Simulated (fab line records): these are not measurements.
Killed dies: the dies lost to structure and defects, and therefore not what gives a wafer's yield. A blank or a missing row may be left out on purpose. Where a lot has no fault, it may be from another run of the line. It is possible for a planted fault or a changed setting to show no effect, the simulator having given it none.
Which of the tools did it? :: flow n5 finfet :: 21 lots (63 wafers sampled), 1 step of a 1938-step route

WHAT EACH GAUGE READ, for each wafer
N5_BEOL_M13_CD_MEAS_10 targets a cd of 190 nm. Usual: cd nm at 188.8 nm, with a standard deviation of 1.6.
lot: L074
measured: day 11 18:17
on: cd sem-01
cd nm (nm): 188.4 189.2 189.2
flag: 

lot: L075
measured: day 11 19:20
on: cd sem-01
cd nm (nm): 187.1 188.2 187.6
flag: 

lot: L076
measured: day 12 01:04
on: cd sem-03
cd nm (nm): 188.4 187.9 187.0
flag: 

lot: L079
measured: day 12 08:22
on: cd sem-02
cd nm (nm): 189.4 188.9 189.4
flag: 

lot: L077
measured: day 12 20:23
on: cd sem-01
cd nm (nm): 188.5 187.8 188.6
flag: 

lot: L078
measured: day 13 06:46
on: cd sem-01
cd nm (nm): 188.4 188.5 187.4
flag: 

lot: L081
measured: day 13 09:31
on: cd sem-01
cd nm (nm): 186.7 187.5 186.9
flag: 

lot: L082
measured: day 13 20:18
on: cd sem-01
cd nm (nm): 189.9 189.2 190.0
flag: 

lot: L083
measured: day 13 20:56
on: cd sem-01
cd nm (nm): 188.4 189.0 188.9
flag: 

lot: L084
measured: day 14 02:59
on: cd sem-02
cd nm (nm): 189.3 189.6 191.3
flag: 

lot: L086
measured: day 14 19:59
on: cd sem-02
cd nm (nm): 188.8 189.4 187.1
flag: 

lot: L087
measured: day 15 01:28
on: cd sem-03
cd nm (nm): 186.5 186.8 186.8
flag: 

lot: L090
measured: day 15 05:21
on: cd sem-02
cd nm (nm): 187.8 186.8 185.9
flag: 

lot: L089
measured: day 15 10:58
on: cd sem-03
cd nm (nm): 188.8 188.7 186.7
flag: 

lot: L092
measured: day 15 19:05
on: cd sem-03
cd nm (nm): 190.5 190.0 190.7
flag: 

lot: L091
measured: day 16 02:32
on: cd sem-01
cd nm (nm): 188.0 190.2 188.4
flag: 

lot: L093
measured: day 16 05:28
on: cd sem-01
cd nm (nm): 187.2 187.7 186.0
flag: 

lot: L095
measured: day 16 17:11
on: cd sem-02
cd nm (nm): 190.1 190.7 189.5
flag: 

lot: L094
measured: day 16 17:56
on: cd sem-01
cd nm (nm): 191.2 190.0 191.5
flag: 

lot: L096
measured: day 17 15:04
on: cd sem-01
cd nm (nm): 191.0 191.1 189.7
flag: 

lot: L097
measured: day 19 07:16
on: cd sem-01
cd nm (nm): 194.2 191.8 193.8
flag: 

EACH LOT AND THE TOOL THAT RAN IT (in order: tool; ch and the chambers of the sampled wafers; start)
The record holds no process step before these readings.

WHAT THE TOOLS THEMSELVES READ (means of the sampled wafers that have a number; where no wafer has one, the mark that the record gives instead)
The record holds no such reading with a usual standard deviation.

THE ANSWER, worked out from the rows above alone
Rule: a lot is off if the mean of its wafers that have a number lies more than 3 standard deviations from the usual mean. A lot without any number at a reading at which 4 lots or more have one is off too. Where the step has rows for the other lots, those lots are counted as sound. After the gauges, taken in route order, come the tools' own readings; for these a lot's mean is taken, as printed above. The first step at which some lot is off is used, and at that step the reading that is off furthest; a lot without a number counts as furthest.
None of the lots is off at any reading shown; this tells nothing.

WHAT THE SIMULATOR HAD INSERTED
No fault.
